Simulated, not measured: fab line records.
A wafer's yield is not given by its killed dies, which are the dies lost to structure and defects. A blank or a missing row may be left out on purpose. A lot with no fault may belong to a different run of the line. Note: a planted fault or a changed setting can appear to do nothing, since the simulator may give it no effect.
Split-lot trial | flow n5_finfet | 21 wafers read from 7 lots, route of 1938 steps

ABOUT THE SPLIT
At N5_MIM_BOT_SPUTTER_00 (material TiN, target thk 35 nm, time 89.7 s), the setting power_w was moved away from the recipe's 3000 W on 5 of the 21 wafers read, by -14.6% to +16.2%. All remaining wafers had this setting at the recipe value.

The split's own step is where the reading is taken.

THE READING
TiN_of_MIM_BOT_SPUTTER_00.thk_nm (the simulator's own value, which no gauge read), in nm, at N5_MIM_BOT_SPUTTER_00 (material TiN, target thk 35 nm, time 89.7 s). The file does not state a usual value for it. Across the 16 wafers here that went through the recipe, the average is 35.0 nm and the standard deviation 0.28 nm.

wafer  | tool, chamber at the split | power_w as run, W | against the recipe | TiN_of_MIM_BOT_SPUTTER_00.thk_nm, nm | against lot-mates on the recipe
L076.1 | pvd_sputter-01, -          | 3000              | recipe             | 35.4                                 | -
L076.2 | pvd_sputter-01, -          | 3000              | recipe             | 35.2                                 | -
L076.5 | pvd_sputter-01, -          | 3000              | recipe             | 35.2                                 | -
L080.1 | pvd_sputter-03, -          | 3000              | recipe             | 35.2                                 | -
L080.3 | pvd_sputter-03, -          | 3000              | recipe             | 35.4                                 | -
L080.6 | pvd_sputter-03, -          | 3000              | recipe             | 34.8                                 | -
L089.3 | pvd_sputter-01, -          | 3000              | recipe             | 34.6                                 | -
L089.4 | pvd_sputter-01, -          | 3000              | recipe             | 34.8                                 | -
L089.5 | pvd_sputter-01, -          | 3346              | +11.5%             | 38.6                                 | +3.9
L094.1 | pvd_sputter-02, -          | 3000              | recipe             | 35.2                                 | -
L094.2 | pvd_sputter-02, -          | 3486              | +16.2%             | 40.8                                 | +5.6
L094.5 | pvd_sputter-02, -          | 3486              | +16.2%             | 41                                   | +5.8
L091.2 | pvd_sputter-01, -          | 3000              | recipe             | 35                                   | -
L091.4 | pvd_sputter-01, -          | 3000              | recipe             | 35                                   | -
L091.6 | pvd_sputter-01, -          | 3348              | +11.6%             | 39.2                                 | +4.2
L095.2 | pvd_sputter-01, -          | 3000              | recipe             | 34.6                                 | -
L095.3 | pvd_sputter-01, -          | 3000              | recipe             | 34.6                                 | -
L095.6 | pvd_sputter-01, -          | 3000              | recipe             | 34.6                                 | -
L096.2 | pvd_sputter-03, -          | 3000              | recipe             | 35.2                                 | -
L096.4 | pvd_sputter-03, -          | 2563              | -14.6%             | 30                                   | -5.1
L096.6 | pvd_sputter-03, -          | 3000              | recipe             | 35                                   | -

FIT RESULTS
A straight line over all 21 wafers: TiN_of_MIM_BOT_SPUTTER_00.thk_nm changes by +0.353 nm for each +1% of power_w; r = +0.99; the points scatter about the line by 0.29 nm.
The same after taking each lot's own level away (the mean of its wafers on the recipe; 21 wafers): +0.351 nm for each +1%; r = +1.00; scatter 0.13 nm.
Per that fit: largest power_w move, reading shift of 5.7 nm.
Across the lots, their own levels run from 34.60 to 35.27 nm, a range of 2.4 times the standard deviation given above.
The two slopes are in agreement: the lot-to-lot level therefore moves the slope only a little.
Check: with one of the wafers moved furthest among these (+16.2%) left out of the fit, the line predicts +5.72 nm for it against its lot-mates. Against them it came out at +5.6 nm.

THESE WAFERS: OTHER SPLITS
Note: prior to the reading, these wafers also went through further splits. Each is held against what the fit with the lots' levels taken away leaves over:
other split on the same wafers    | wafers away from the commonest value | r with TiN_of_MIM_BOT_SPUTTER_00.thk_nm (lot level and that fit taken away)
N5_BEOL_M10_ETCH_41 source_w      | 8                                    | -0.30
N5_BEOL_M11_VIA_ETCH_34 time_s    | 5                                    | +0.01
N5_BEOL_M11_ETCH_41 time_s        | 6                                    | +0.12
N5_BEOL_M13_ETCH_67 bias_w        | 6                                    | -0.03
N5_BEOL_M14_TRENCH_ETCH_34 bias_w | 8                                    | +0.37

THE FILE'S OWN FIT
TiN_of_MIM_BOT_SPUTTER_00.thk_nm changes by +0.351 nm for each +1% of power_w, r = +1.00.
